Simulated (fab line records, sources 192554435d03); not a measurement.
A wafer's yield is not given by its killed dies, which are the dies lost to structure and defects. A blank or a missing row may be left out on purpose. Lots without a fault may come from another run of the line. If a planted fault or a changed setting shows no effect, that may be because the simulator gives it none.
Struck lot and sound lot, side by side || flow n5_finfet || 14 steps out of a route of 1938
Sound: these wafers, L903.1, L903.4, L903.6. The struck wafers were L914.2, L914.5, L914.6. The cause is named last.
Per side, at each step with rows, come the tool, then ch with its chambers, and then its first start. Under that, the readings that differ: sound wafers || struck wafers || difference of the means || sigmas: that difference in standard deviations of wafers without a fault.
alike: same words and numbers on both sides, and readings whose means sit less than 2 such deviations apart. not compared: any withheld reading, any reading some wafer has no value for, any bound like >300 that may hide the same value, and any number with overlapping values for which the record gives no deviation.
The two part at a step that has a row with sigmas, a row that says differs or no value, or rows on one side only. Numbers that have no deviation but don't overlap get no sigmas and don't part them. Lack of a reading on every wafer of one side parts them only where that side has two or more wafers.

first, 4 steps without rows for these wafers: N5_BEOL_M12_EXPOSE_07 (exposes mask V11); N5_BEOL_M12_PEB_08 (peb time 90 s); N5_BEOL_M12_DEVELOP_09 (develop time 45 s); N5_BEOL_M12_HARDBAKE_14 (time 120 s).
N5_BEOL_M12_CD_MEAS_10 targets a cd of 140 nm.
  sound on cd_sem-01 ch 0, day 11 06:32; struck on cd_sem-03 ch 0, day 15 09:48
  alike: cd_nm
N5_BEOL_M12_OVL_MEAS_11:
  sound on overlay-01 ch 0, day 11 06:34; struck on overlay-01 ch 0, day 15 09:50
  alike: V11_OVL
N5_BEOL_M12_INSPECT_12: inspects for defects (macro).
  sound on defect_inspect-02 at day 11 06:35; struck on defect_inspect-02 at day 15 09:51
  alike: raw_defect_count
N5_BEOL_M12_DESCUM_15: chemistry O2, time 7.9 s.
  sound on rie_diel-01 ch 0,3, day 11 06:40; struck on rie_diel-04 ch 0,3, day 15 09:54
{"reading": "drypump_motor_current_A (A)", "sound": "5.5 5.1 5.5", "struck": "6.7 5.8 6.7", "difference": "+1.0", "sigmas": "+2"}
  alike: o2_flow_sccm, oes_product_au, rf_vpp_V, showerhead_plenum_p_Torr, throttle_valve_pct
  not compared: rf_hours_counter_h
N5_BEOL_M12_ETCH_59: etches BARC in N2/H2, target depth 89 nm, overetch 26.7 nm, time 67.9 s.
  sound on rie_diel-01 ch 0,3, day 11 06:43; struck on rie_diel-04 ch 0,3, day 15 09:56
{"reading": "drypump_motor_current_A (A)", "sound": "5.5 5.1 5.5", "struck": "6.7 5.8 6.7", "difference": "+1.0", "sigmas": "+2"}
  alike: oes_product_au, rf_vpp_V, showerhead_plenum_p_Torr, throttle_valve_pct
  not compared: rf_hours_counter_h
N5_BEOL_M12_VIA_ETCH_16: etches SiOC in C4F8/O2/Ar, target depth 724.8 nm.
  sound on rie_diel-01 ch 0,3, day 11 06:46; struck on rie_diel-04 ch 0,3, day 15 09:59
{"reading": "drypump_motor_current_A (A)", "sound": "5.5 5.1 5.5", "struck": "6.7 5.8 6.7", "difference": "+1.0", "sigmas": "+2"}
  alike: he_inner_torr, mfc_ar_sccm, oes_product_au, rf_vpp_V, showerhead_plenum_p_Torr, throttle_valve_pct
N5_BEOL_M12_STRIP_63: strips in N2/H2.
  sound on plasma_asher-01 ch 0,1, day 11 06:58; struck on plasma_asher-02 ch 0,1, day 15 10:11
  alike: chamber_pressure_mTorr, drypump_motor_current_A, heater_power_w, oes_product_au, strip_time_to_endpoint_s
  not compared: rf_hours_counter_h
N5_BEOL_M12_STRIP_64: strips in N2/H2.
  sound on plasma_asher-01 ch 0,1, day 11 07:01; struck on plasma_asher-02 ch 0,1, day 15 10:14
{"reading": "heater_power_w (W)", "sound": "276 286 301", "struck": "322 327 334", "difference": "+40", "sigmas": "+2"}
  alike: drypump_motor_current_A, h2_flow_sccm, oes_product_au, strip_time_to_endpoint_s
  not compared: rf_hours_counter_h
N5_BEOL_M12_STRIP_71: strips in post etch residue remover, time 60 s.
  sound on wet_bench-05 ch 0,1,7, day 11 07:07; struck on wet_bench-03 ch 0,4,7, day 15 10:20
  no value came back on the struck wafers for run_length_s (s), temp_c (C), time_s (s); on the sound wafers run_length_s (s) reads 67.4 66.2 67.1
then, 1 step without rows for these wafers: N5_BEOL_M12_SRD_72 (time 30 s, dry time 30 s).

## WHERE THEY PART
Last at N5_BEOL_M12_STRIP_71 as far as this record goes, first at N5_BEOL_M12_DESCUM_15.

WHY: what had been put in by the simulator
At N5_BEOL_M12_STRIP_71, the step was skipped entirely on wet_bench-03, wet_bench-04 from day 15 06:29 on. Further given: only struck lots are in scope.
